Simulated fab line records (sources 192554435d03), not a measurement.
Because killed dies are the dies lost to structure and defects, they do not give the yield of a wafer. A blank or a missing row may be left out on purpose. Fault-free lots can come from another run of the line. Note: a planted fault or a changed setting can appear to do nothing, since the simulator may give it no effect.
fab line records | flow n5_finfet
record: lots: 24 wafers: 72 last_day: 18
route steps=1938 shown BEOL_M7@1265 BEOL_M8@1333
lots that met no fault: from a run of the same line without faults
start_h: hours from the record's first day to the start of the lot's first wafer shown | wait_h: how many hours have passed since the lot's step before this one | " as in the row above | L1.1+2: one row covering several wafers at once | - either no value or no given start | * or withheld: withheld | < > ~ a bound
route shown NAME@n: NAME is a module with steps in the file, n the number in the route of the first one | usual: mean and standard deviation over wafers with no fault | same: alike in all rows | chamber/n: place in a boat | sites: the reading at each site | _std_site: the standard deviation of these | _edge_site: mean of outer sites minus mean of inner sites | radius_mm: how far each site lies from the wafer's centre | mask NAME#n: copy n | behind: the most recent tool/chamber to have shaped the wafer | hold: cause of the lot's hold/its duration in hours/its outcome | device: which transistor (n, p or np) failed to switch | end of line: tests run on the same wafers once the route is complete | a step without rows: its recipe alone | killed: not the wafer's yield, but the dies lost to structure and defects at the first sort | map: the dies of a wafer, with x for killed, . for not killed, _ for no die there
set.NAME: the run value of the setting; set.NAME@STEP: its run value at that earlier step | model.NAME: the simulator's own value behind a step, which no gauge read
route steps across a sampled set of lots; one table per step, one row per wafer
services: a tool's chamber out of use, with start hour (start_h, from the record's first day; less than 0 if before it), hours out, and reason
== steps ==
step: N5_BEOL_M7_THK_MEAS_01
recipe: reads: SiCOH_lowk_of_BEOL_M7_ILD_DEP_00
usual: M7_ILD_THK: 154.9/2.3
columns lot.wafer tool chamber start_h wait_h M7_ILD_THK[nm]
L074.2 film_metro-01 - 199.06 0.4 152.2
L074.4 " - " " 155.5
L074.5 " - " " 155.1
L075.1 film_metro-02 - 208.59 0.4 151.5
L075.4 " - " " 153.9
L075.6 " - " " 154.5
L076.2 film_metro-01 - 216.29 0.4 150.7
L076.5 " - " " 155.1
L076.6 " - " " 155.1
L077.1 film_metro-01 - 222.34 0.4 156.2
L077.4 " - " " 155.4
L077.6 " - " " 157.4
L079.1 film_metro-02 - 223.36 0.4 154.1
L079.2 " - " " 150.8
L079.3 " - " " 150.1
L078.1 film_metro-02 - 228.13 0.4 151.1
L078.3 " - " " 152.6
L078.6 " - " " 151.2
L080.3 film_metro-02 - 240.50 0.3 153.7
L080.4 " - " " 157.0
L080.5 " - " " 156.7
L081.1 film_metro-02 - 245.37 0.4 150.0
L081.5 " - " " 153.2
L081.6 " - " " 152.8
L082.1 film_metro-01 - 247.07 0.4 151.7
L082.5 " - " " 153.7
L082.6 " - " " 157.0
L083.2 film_metro-01 - 259.13 0.4 153.3
L083.3 " - " " 154.5
L083.4 " - " " 155.2
L085.1 film_metro-01 - 260.23 0.4 149.6
L085.3 " - " " 152.3
L085.4 " - " " 155.2
L084.1 film_metro-02 - 266.60 0.4 156.6
L084.2 " - " " 154.9
L084.3 " - " " 159.9
L088.1 film_metro-02 - 267.82 0.4 153.3
L088.2 " - " " 151.4
L088.5 " - " " 156.1
L086.1 film_metro-02 - 271.48 0.4 152.8
L086.3 " - " " 153.9
L086.5 " - " " 152.7
L087.3 film_metro-02 - 290.20 0.3 160.1
L087.4 " - " " 158.8
L087.5 " - " " 158.0
L089.1 film_metro-02 - 290.45 0.4 153.4
L089.4 " - " " 154.5
L089.6 " - " " 155.6
L090.1 film_metro-02 - 295.79 0.8 156.2
L090.2 " - " " 157.2
L090.3 " - " " 155.7
L091.1 film_metro-02 - 313.72 0.4 153.2
L091.3 " - " " 151.5
L091.6 " - " " 154.9
L092.1 film_metro-01 - 316.53 0.4 153.1
L092.4 " - " " 160.3
L092.6 " - " " 158.0
L094.1 film_metro-01 - 317.45 0.4 152.8
L094.2 " - " " 156.5
L094.5 " - " " 155.6
L096.1 film_metro-02 - 318.19 0.4 151.5
L096.2 " - " " 153.6
L096.6 " - " " 155.1
L093.3 film_metro-01 - 318.58 0.3 155.2
L093.4 " - " " 155.2
L093.5 " - " " 157.7
L095.1 film_metro-01 - 337.84 0.4 156.0
L095.2 " - " " 154.2
L095.5 " - " " 157.4
L097.1 film_metro-01 - 342.42 0.4 156.8
L097.3 " - " " 154.0
L097.5 " - " " 157.9
step: N5_BEOL_M7_CD_MEAS_11
recipe: target_cd_nm: 38.5 landing_energy_ev: 500 detector: se_inlens polarity: opening
usual: cd_nm: 38.2/0.64
columns lot.wafer tool chamber start_h wait_h cd_nm
L074.2 cd_sem-02 0 200.85 - 38.7
L074.4 " 0 " " 38.1
L074.5 " 0 " " 38.4
L075.1 cd_sem-03 0 210.33 - 38.2
L075.4 " 0 " " 37.3
L075.6 " 0 " " 39.2
L076.2 cd_sem-02 0 219.70 - 38.5
L076.5 " 0 " " 39.1
L076.6 " 0 " " 37.6
L077.1 cd_sem-01 0 225.26 - 38.9
L077.4 " 0 " " 37.5
L077.6 " 0 " " 37.7
L079.1 cd_sem-03 0 225.52 - 38.1
L079.2 " 0 " " 38.7
L079.3 " 0 " " 37.1
L078.1 cd_sem-02 0 229.31 - 38.5
L078.3 " 0 " " 38.3
L078.6 " 0 " " 38.6
L080.3 cd_sem-01 0 241.93 - 37.4
L080.4 " 0 " " 37.1
L080.5 " 0 " " 38.4
L081.1 cd_sem-03 0 249.45 - 39.2
L081.5 " 0 " " 37.8
L081.6 " 0 " " 37.8
L082.1 cd_sem-03 0 249.78 - 38.1
L082.5 " 0 " " 37.4
L082.6 " 0 " " 38.9
L083.2 cd_sem-03 0 259.85 - 38.9
L083.3 " 0 " " 38.6
L083.4 " 0 " " 38.5
L085.1 cd_sem-01 0 261.26 - 38.2
L085.3 " 0 " " 36.9
L085.4 " 0 " " 39.2
L084.1 cd_sem-02 0 269.24 - 38.8
L084.2 " 0 " " 38.4
L084.3 " 0 " " 39.5
L088.1 cd_sem-02 0 269.63 - 37.5
L088.2 " 0 " " 39.7
L088.5 " 0 " " 37.1
L086.1 cd_sem-02 0 272.93 - 38.9
L086.3 " 0 " " 38.2
L086.5 " 0 " " 38.1
L087.3 cd_sem-02 0 292.78 - 38.5
L087.4 " 0 " " 37.6
L087.5 " 0 " " 39.0
L089.1 cd_sem-01 0 293.00 - 37.2
L089.4 " 0 " " 37.6
L089.6 " 0 " " 38.7
L090.1 cd_sem-02 0 296.87 - 37.9
L090.2 " 0 " " 37.9
L090.3 " 0 " " 37.9
L091.1 cd_sem-01 0 314.98 - 38.7
L091.3 " 0 " " 39.0
L091.6 " 0 " " 39.6
L092.1 cd_sem-03 0 317.93 - 38.1
L092.4 " 0 " " 37.9
L092.6 " 0 " " 37.6
L094.1 cd_sem-02 0 319.54 - 37.8
L094.2 " 0 " " 38.8
L094.5 " 0 " " 37.2
L096.1 cd_sem-02 0 319.90 - 37.8
L096.2 " 0 " " 38.0
L096.6 " 0 " " 39.3
L093.3 cd_sem-01 0 320.14 - 38.2
L093.4 " 0 " " 38.4
L093.5 " 0 " " 36.6
L095.1 cd_sem-02 0 340.13 - 37.7
L095.2 " 0 " " 38.2
L095.5 " 0 " " 36.8
L097.1 cd_sem-01 0 344.61 - 37.0
L097.3 " 0 " " 37.6
L097.5 " 0 " " 37.9
step: N5_BEOL_M7_DESCUM_16
recipe: chemistry: O2 time_s: 7.9 source_power_w: 50 bias_power_w: 20 pressure_mtorr: 20 rf_frequency_hz: 2.712e+07 temp_c: 40 resist: CAR-ArF o2_flow_sccm: 225
usual: drypump_motor_current_A: 5.6/0.38 oes_product_au: 0.77/0.086 rf_vpp_V: 242.8/1.2 showerhead_plenum_p_Torr: 2.07/0.074 throttle_valve_pct: 20.58/0.26
columns lot.wafer tool chamber start_h wait_h drypump_motor_current_A oes_product_au rf_hours_counter_h rf_vpp_V showerhead_plenum_p_Torr throttle_valve_pct
L074.2 rie_diel-02 2 200.93 0.0 5.9 0.74 156 243.7 2.08 20.41
L074.4 " 3 " " 5.4 0.81 89 242.8 2.13 20.38
L074.5 " 2 " " 5.9 0.75 - 243.6 2.08 20.40
L075.1 rie_diel-03 1 210.41 0.0 5.1 0.67 236 241.7 2.05 20.81
L075.4 " 0 " " 5.4 0.72 197 244.8 2.19 20.84
L075.6 " 2 " " 5.9 0.98 - 242.3 2.06 20.61
L076.2 rie_diel-01 1 219.89 0.1 5.3 0.74 165 242.5 1.97 20.45
L076.5 " 2 " " 6.0 0.74 - 244.9 2.18 20.16
L076.6 " 1 " " 5.3 0.75 - 241.8 1.97 20.45
L077.1 rie_diel-03 0 225.78 0.5 5.4 0.72 203 244.2 2.18 20.86
L077.4 " 1 " " 5.1 0.67 242 242.2 2.05 20.82
L077.6 " 2 " " 5.8 0.97 - 242.8 2.06 20.61
L079.1 rie_diel-03 2 226.07 0.5 5.9 0.97 10 242.9 2.06 20.61
L079.2 " 3 " " 5.2 0.75 163 241.8 1.99 20.54
L079.3 " 0 " " 5.4 0.72 203 244.1 2.18 20.86
L078.1 rie_diel-03 2 230.54 1.2 5.9 0.96 13 244.3 2.06 20.62
L078.3 " 3 " " 5.2 0.74 165 242.4 1.99 20.57
L078.6 " 3 " " 5.2 0.74 - 242.2 1.99 20.58
L080.3 rie_diel-03 1 242.02 0.0 5.1 0.65 249 243.3 2.04 20.86
L080.4 " 2 " " 5.9 0.95 18 242.6 2.05 20.62
L080.5 " 0 " " 5.4 0.71 - 244.4 2.18 20.87
L081.1 rie_diel-03 2 249.55 0.0 5.8 0.94 20 243.0 2.05 20.62
L081.5 " 3 " " 5.2 0.74 - 241.9 1.99 20.57
L081.6 " 2 " " 5.8 0.94 - 242.8 2.05 20.63
L082.1 rie_diel-02 3 250.13 0.3 5.3 0.80 95 243.3 2.13 20.39
L082.5 " 1 " " 5.6 0.74 - 242.5 2.00 20.76
L082.6 " 2 " " 5.9 0.75 - 242.6 2.08 20.41
L083.2 rie_diel-03 3 260.03 0.1 5.2 0.74 176 240.8 1.99 20.56
L083.3 " 0 " " 5.4 0.71 216 244.8 2.18 20.89
L083.4 " 3 " " 5.2 0.74 - 240.7 1.99 20.56
L085.1 rie_diel-02 0 261.35 0.0 5.6 0.90 18 243.2 2.15 20.13
L085.3 " 2 " " 5.9 0.74 165 243.2 2.08 20.41
L085.4 " 1 " " 5.6 0.75 167 242.9 2.00 20.78
L084.1 rie_diel-02 1 269.33 0.0 5.6 0.74 169 242.1 2.00 20.78
L084.2 " 2 " " 5.9 0.73 167 241.6 2.08 20.43
L084.3 " 0 " " 5.6 0.90 20 243.9 2.15 20.15
L088.1 rie_diel-01 0 269.89 0.2 6.4 0.69 200 242.3 2.09 20.38
L088.2 " 3 " " 6.0 0.69 227 241.3 2.00 21.15
L088.5 " 2 " " 6.1 0.71 - 243.4 2.17 20.19
L086.1 rie_diel-01 3 273.07 0.1 6.1 0.69 228 240.4 2.00 21.14
L086.3 " 0 " " 6.4 0.69 202 242.5 2.09 20.39
L086.5 " 1 " " 5.3 0.73 - 241.2 1.97 20.47
L087.3 rie_diel-03 2 292.94 0.1 5.8 0.90 36 243.4 2.05 20.65
L087.4 " 3 " " 5.2 0.72 188 240.9 1.99 20.60
L087.5 " 0 " " 5.4 0.71 - 244.4 2.18 20.91
L089.1 rie_diel-01 0 293.47 0.4 6.4 0.69 209 242.1 2.08 20.41
L089.4 " 1 " " 5.3 0.73 189 242.3 1.96 20.49
L089.6 " 0 " " 6.4 0.70 - 242.5 2.08 20.40
L090.1 rie_diel-02 2 297.19 0.3 5.8 0.74 177 243.7 2.08 20.43
L090.2 " 1 " " 5.6 0.73 178 242.4 2.00 20.78
L090.3 " 0 " " 5.6 0.89 30 244.2 2.14 20.16
L091.1 rie_diel-02 3 315.07 0.0 5.3 0.78 115 243.9 2.12 20.42
L091.3 " 0 " " 5.6 0.87 35 243.5 2.14 20.18
L091.6 " 0 " " 5.6 0.87 - 243.9 2.14 20.16
L092.1 rie_diel-01 0 318.02 0.0 6.4 0.69 217 241.5 2.08 20.41
L092.4 " 2 " " 6.1 0.71 199 244.5 2.17 20.20
L092.6 " 1 " " 5.3 0.73 - 240.7 1.96 20.50
L094.1 rie_diel-01 2 319.63 0.0 6.1 0.71 199 243.7 2.17 20.22
L094.2 " 0 " " 6.4 0.69 218 242.6 2.08 20.43
L094.5 " 3 " " 6.1 0.68 - 243.6 1.99 21.16
L096.1 rie_diel-01 1 319.99 0.0 5.3 0.74 197 242.3 1.96 20.50
L096.2 " 2 " " 6.1 0.71 200 244.3 2.17 20.21
L096.6 " 2 " " 6.1 0.71 - 243.5 2.17 20.21
L093.3 rie_diel-02 3 320.37 0.2 5.4 0.79 117 243.9 2.12 20.43
L093.4 " 1 " " 5.6 0.73 - 240.5 2.00 20.79
L093.5 " 0 " " 5.6 0.86 - 244.2 2.14 20.19
L095.1 rie_diel-03 1 340.36 0.2 5.1 0.92 23 242.0 2.04 20.52
L095.2 " 3 " " 5.2 0.71 202 240.3 1.98 20.62
L095.5 " 3 " " 5.2 0.71 - 240.6 1.98 20.62
L097.1 rie_diel-03 1 344.70 0.0 5.1 0.90 24 242.0 2.04 20.51
L097.3 " 0 " " 5.3 0.69 243 243.7 2.17 20.92
L097.5 " 1 " " 5.1 0.90 - 241.8 2.04 20.52
step: N5_BEOL_M7_INSPECT_30
recipe: mode: adi inspect_instrument: brightfield
usual: raw_defect_count: 394/83
columns lot.wafer tool chamber start_h wait_h raw_defect_count
L074.2 defect_inspect-01 - 204.82 0.0 242
L074.4 " - " " 348
L074.5 " - " " 308
L075.1 defect_inspect-01 - 214.27 0.1 407
L075.4 " - " " 386
L075.6 " - " " 545
L076.2 defect_inspect-02 - 221.02 0.0 659
L076.5 " - " " 389
L076.6 " - " " 631
L079.1 defect_inspect-01 - 228.19 0.1 473
L079.2 " - " " 412
L079.3 " - " " 387
L077.1 defect_inspect-01 - 228.30 0.1 435
L077.4 " - " " 368
L077.6 " - " " 486
L078.1 defect_inspect-02 - 232.47 0.1 408
L078.3 " - " " 343
L078.6 " - " " 338
L080.3 defect_inspect-02 - 243.20 0.0 409
L080.4 " - " " 481
L080.5 " - " " 499
L081.1 defect_inspect-01 - 251.59 0.1 394
L081.5 " - " " 364
L081.6 " - " " 317
L082.1 defect_inspect-02 - 251.88 0.1 383
L082.5 " - " " 404
L082.6 " - " " 446
L083.2 defect_inspect-01 - 261.92 0.0 369
L083.3 " - " " 525
L083.4 " - " " 370
L085.1 defect_inspect-02 - 262.33 0.1 347
L085.3 " - " " 446
L085.4 " - " " 470
L084.1 defect_inspect-01 - 271.76 0.1 348
L084.2 " - " " 341
L084.3 " - " " 337
L088.1 defect_inspect-01 - 271.94 0.1 493
L088.2 " - " " 388
L088.5 " - " " 417
L086.1 defect_inspect-01 - 276.69 0.1 408
L086.3 " - " " 404
L086.5 " - " " 410
L089.1 defect_inspect-01 - 295.44 0.1 246
L089.4 " - " " 255
L089.6 " - " " 433
L087.3 defect_inspect-02 - 295.48 0.0 380
L087.4 " - " " 266
L087.5 " - " " 421
L090.1 defect_inspect-01 - 298.71 0.1 312
L090.2 " - " " 354
L090.3 " - " " 353
L091.1 defect_inspect-02 - 317.03 0.1 464
L091.3 " - " " 422
L091.6 " - " " 540
L092.1 defect_inspect-01 - 318.87 0.1 429
L092.4 " - " " 338
L092.6 " - " " 329
L094.1 defect_inspect-02 - 322.61 0.1 424
L094.2 " - " " 512
L094.5 " - " " 402
L093.3 defect_inspect-01 - 322.66 0.0 286
L093.4 " - " " 369
L093.5 " - " " 284
L096.1 defect_inspect-02 - 322.70 0.1 286
L096.2 " - " " 322
L096.6 " - " " 324
L095.1 defect_inspect-02 - 343.33 0.1 513
L095.2 " - " " 348
L095.5 " - " " 485
L097.1 defect_inspect-02 - 347.30 0.1 338
L097.3 " - " " 321
L097.5 " - " " 341
step: N5_BEOL_M7_CURE_75
recipe: temp_c: 370 time_s: 120 ambient: DMADMS/He material: SiCOH_lowk
usual: lamp_power_pct: 52.31/0.053 wafer_temp_C_max: 371.7/0.65
columns lot.wafer tool chamber start_h wait_h lamp_power_pct wafer_temp_C_max
L074.2 uv_cure-03 0 205.53 0.1 52.33 371.9
L074.4 " 0 " " 52.29 371.2
L074.5 " 0 " " 52.29 371.4
L075.1 uv_cure-03 2 215.31 0.0 52.27 372.1
L075.4 " 2 " " 52.20 372.2
L075.6 " 2 " " 52.40 373.0
L076.2 uv_cure-01 1 222.04 0.1 52.25 372.3
L076.5 " 1 " " 52.23 371.5
L076.6 " 1 " " 52.31 371.9
L079.1 uv_cure-01 1 229.74 0.0 52.32 372.1
L079.2 " 1 " " 52.31 371.8
L079.3 " 1 " " 52.22 371.7
L077.1 uv_cure-02 1 229.99 0.0 52.30 370.9
L077.4 " 1 " " 52.23 370.5
L077.6 " 1 " " 52.36 370.6
L078.1 uv_cure-01 1 233.14 0.0 52.27 371.6
L078.3 " 1 " " 52.32 372.7
L078.6 " 1 " " 52.27 372.0
L080.3 uv_cure-03 0 244.10 0.3 52.32 371.6
L080.4 " 0 " " 52.32 371.3
L080.5 " 0 " " 52.31 371.5
L081.1 uv_cure-01 1 252.33 0.1 52.34 372.3
L081.5 " 1 " " 52.35 371.9
L081.6 " 1 " " 52.33 371.5
L082.1 uv_cure-03 1 253.19 0.6 52.32 371.5
L082.5 " 1 " " 52.28 370.9
L082.6 " 1 " " 52.13 371.1
L083.2 uv_cure-03 0 262.63 0.1 52.31 371.1
L083.3 " 0 " " 52.30 371.3
L083.4 " 0 " " 52.22 371.1
L085.1 uv_cure-03 2 263.30 0.0 52.33 372.6
L085.3 " 2 " " 52.24 372.5
L085.4 " 2 " " 52.34 373.0
L084.1 uv_cure-01 1 272.42 0.0 52.33 371.7
L084.2 " 1 " " 52.30 372.7
L084.3 " 1 " " 52.34 371.6
L088.1 uv_cure-02 0 272.81 0.0 52.25 371.1
L088.2 " 0 " " 52.36 370.9
L088.5 " 0 " " 52.33 371.8
L086.1 uv_cure-03 0 277.83 0.0 52.20 372.1
L086.3 " 0 " " 52.36 371.4
L086.5 " 0 " " 52.28 371.9
L089.1 uv_cure-02 1 296.11 0.0 52.32 371.1
L089.4 " 1 " " 52.22 370.8
L089.6 " 1 " " 52.27 370.8
L087.3 uv_cure-01 2 296.55 0.1 52.33 372.1
L087.4 " 2 " " 52.20 372.0
L087.5 " 2 " " 52.25 372.7
L090.1 uv_cure-01 1 299.46 0.0 52.40 372.3
L090.2 " 1 " " 52.35 372.7
L090.3 " 1 " " 52.31 371.3
L091.1 uv_cure-03 1 317.79 0.0 52.29 370.9
L091.3 " 1 " " 52.26 370.8
L091.6 " 1 " " 52.31 371.2
L092.1 uv_cure-03 2 319.58 0.0 52.28 373.6
L092.4 " 2 " " 52.39 373.0
L092.6 " 2 " " 52.35 371.7
L094.1 uv_cure-03 1 323.54 0.0 52.39 370.8
L094.2 " 1 " " 52.35 371.1
L094.5 " 1 " " 52.36 371.2
L093.3 uv_cure-01 2 323.75 0.1 52.35 371.2
L093.4 " 2 " " 52.31 371.5
L093.5 " 2 " " 52.33 371.4
L096.1 uv_cure-03 2 323.94 0.0 52.36 372.2
L096.2 " 2 " " 52.31 372.5
L096.6 " 2 " " 52.28 372.1
L095.1 uv_cure-02 2 343.99 0.0 52.29 370.9
L095.2 " 2 " " 52.36 371.0
L095.5 " 2 " " 52.33 371.7
L097.1 uv_cure-01 1 348.08 0.0 52.33 371.8
L097.3 " 1 " " 52.23 372.0
L097.5 " 1 " " 52.36 371.4
step: N5_BEOL_M8_CURE_74
recipe: temp_c: 385 time_s: 240 ambient: He/Ar material: SiCOH_lowk
usual: lamp_power_pct: 52.32/0.049 wafer_temp_C_max: 386.5/0.5
columns lot.wafer tool chamber start_h wait_h lamp_power_pct wafer_temp_C_max
L074.2 uv_cure-01 2 207.87 0.1 52.34 386.8
L074.4 " 2 " " 52.32 386.2
L074.5 " 2 " " 52.29 386.8
L075.1 uv_cure-03 2 219.26 0.0 52.38 387.6
L075.4 " 2 " " 52.38 388.4
L075.6 " 2 " " 52.37 387.9
L076.2 uv_cure-02 2 226.18 0.1 52.35 386.1
L076.5 " 2 " " 52.32 385.9
L076.6 " 2 " " 52.27 385.7
L079.1 uv_cure-03 1 232.48 0.0 52.25 386.1
L079.2 " 1 " " 52.26 386.6
L079.3 " 1 " " 52.41 386.4
L077.1 uv_cure-01 2 232.59 0.0 52.27 386.7
L077.4 " 2 " " 52.28 387.0
L077.6 " 2 " " 52.40 386.3
L078.1 uv_cure-02 0 235.17 0.0 52.33 386.7
L078.3 " 0 " " 52.31 386.2
L078.6 " 0 " " 52.32 385.9
L080.3 uv_cure-03 0 250.15 0.2 52.28 386.1
L080.4 " 0 " " 52.30 386.4
L080.5 " 0 " " 52.41 386.3
L081.1 uv_cure-03 0 254.79 0.0 52.34 386.7
L081.5 " 0 " " 52.23 386.1
L081.6 " 0 " " 52.37 386.8
L082.1 uv_cure-01 1 256.97 0.0 52.45 387.1
L082.5 " 1 " " 52.35 387.2
L082.6 " 1 " " 52.31 387.4
L083.2 uv_cure-02 0 265.46 0.1 52.35 386.9
L083.3 " 0 " " 52.29 386.4
L083.4 " 0 " " 52.33 386.2
L085.1 uv_cure-02 1 266.83 0.0 52.32 386.6
L085.3 " 1 " " 52.25 386.3
L085.4 " 1 " " 52.25 386.2
L084.1 uv_cure-03 1 275.16 0.0 52.32 386.0
L084.2 " 1 " " 52.22 386.9
L084.3 " 1 " " 52.26 385.9
L088.1 uv_cure-02 1 276.42 0.0 52.31 385.9
L088.2 " 1 " " 52.38 386.2
L088.5 " 1 " " 52.34 386.1
L086.1 uv_cure-01 2 280.24 0.0 52.35 387.4
L086.3 " 2 " " 52.38 386.8
L086.5 " 2 " " 52.37 386.8
L089.1 uv_cure-03 2 298.57 0.3 52.38 387.9
L089.4 " 2 " " 52.23 387.8
L089.6 " 2 " " 52.35 387.5
L087.3 uv_cure-02 1 298.96 0.4 52.32 386.1
L087.4 " 1 " " 52.29 386.2
L087.5 " 1 " " 52.33 386.1
L090.1 uv_cure-01 2 303.68 0.2 52.30 387.3
L090.2 " 2 " " 52.33 386.6
L090.3 " 2 " " 52.42 387.1
L091.1 uv_cure-02 0 320.95 0.0 52.33 386.5
L091.3 " 0 " " 52.19 386.2
L091.6 " 0 " " 52.34 386.1
L092.1 uv_cure-02 2 323.38 0.2 52.38 386.0
L092.4 " 2 " " 52.36 386.2
L092.6 " 2 " " 52.28 386.5
L094.1 uv_cure-01 0 325.84 0.0 52.40 386.5
L094.2 " 0 " " 52.27 385.9
L094.5 " 0 " " 52.36 386.5
L093.3 uv_cure-01 0 326.60 0.2 52.28 386.3
L093.4 " 0 " " 52.33 386.7
L093.5 " 0 " " 52.33 387.2
L096.1 uv_cure-03 0 326.79 0.0 52.36 386.8
L096.2 " 0 " " 52.30 386.7
L096.6 " 0 " " 52.34 386.2
L095.1 uv_cure-02 2 346.09 0.0 52.30 386.0
L095.2 " 2 " " 52.29 386.5
L095.5 " 2 " " 52.31 386.6
L097.1 uv_cure-02 1 350.58 0.0 52.33 386.2
L097.3 " 1 " " 52.34 386.3
L097.5 " 1 " " 52.35 386.1
== services ==
columns tool chamber start_h hours kind
uv_cure-01 - 186.64 3.0 repair
rie_diel-01 1 197.73 6.1 repair
uv_cure-02 - 198.49 0.7 repair
rie_diel-01 1 210.44 1.8 repair
uv_cure-01 - 211.36 3.4 pm
rie_diel-02 - 212.13 28.1 pm
rie_diel-03 1 245.77 - clean
rie_diel-03 1 245.77 - consumable_replace:focus_ring
rie_diel-03 1 245.77 18.5 scheduled_down
rie_diel-03 1 245.77 18.5 vent_cycle
uv_cure-03 - 245.83 0.7 repair
uv_cure-02 - 251.43 5.2 repair
uv_cure-03 - 266.58 0.9 repair
rie_diel-02 1 285.26 2.9 repair
rie_diel-02 2 311.15 15.1 repair
rie_diel-03 2 315.58 9.5 repair
rie_diel-01 3 344.62 - clean
rie_diel-01 3 344.62 - consumable_replace:focus_ring
rie_diel-01 3 344.62 - consumable_replace:showerhead
rie_diel-01 3 344.62 16.0 scheduled_down
rie_diel-01 3 344.62 16.0 vent_cycle
rie_diel-01 - 347.50 0.1 repair
uv_cure-03 - 349.66 1.0 pm
== key ==
fault none
